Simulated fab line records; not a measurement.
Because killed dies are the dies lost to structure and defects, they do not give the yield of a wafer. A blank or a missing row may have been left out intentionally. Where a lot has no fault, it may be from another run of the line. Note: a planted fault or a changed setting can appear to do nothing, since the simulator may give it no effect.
Chamber matching + flow n5_finfet + 4 sister chambers for N5_GATE_CUT_HM_OPEN_40 on rie_diel-02
The step chemistry C4F6/O2, target SiO2, target depth 139 nm, time 85.1 s. 4 wafers are shown with their chamber, then 7 later ones without.

== WAFERS PAIRED WITH THEIR CHAMBERS ==
| wafer  | chamber | rf_vpp_V (V) |
|--------|---------|--------------|
| L078.1 | 0       | 684          |
| L081.2 | 3       | 622          |
| L084.2 | 2       | 637          |
| L084.3 | 1       | 684          |

== WAFERS WITH NO CHAMBER GIVEN ==
| wafer  | rf_vpp_V (V) |
|--------|--------------|
| L084.6 | 638          |
| L086.1 | 686          |
| L086.2 | 685          |
| L086.5 | 684          |
| L091.4 | 686          |
| L091.5 | 620          |
| L091.6 | 639          |

== CHAMBER TAKEN BY EACH ==
| wafer  | from the rows above     | in truth |
|--------|-------------------------|----------|
| L084.6 | 2                       | 2        |
| L086.1 | can't be placed: 0 or 1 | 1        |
| L086.2 | can't be placed: 0 or 1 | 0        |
| L086.5 | can't be placed: 0 or 1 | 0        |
| L091.4 | can't be placed: 0 or 1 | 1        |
| L091.5 | 3                       | 3        |
| L091.6 | 2                       | 2        |
3 of 7 placed correctly. Unplaceable from these rows: 4, with the true chamber sitting among the candidates in 4. Wrongly placed: 0.
How it was worked out, from the rows above alone: a wafer's distance from a chamber is the root of the sum, over the readings, of the square of ((its reading less the chamber's mean) divided by the reading's scatter). The wafer belongs to the nearest chamber; if the next one is less than 2 further off, it can't be placed. The mean given for a chamber averages the wafers shown for that chamber. The scatter (one wafer shown for each chamber): square how far every hidden wafer sits from the nearest shown wafer, average those squares and take the square root.
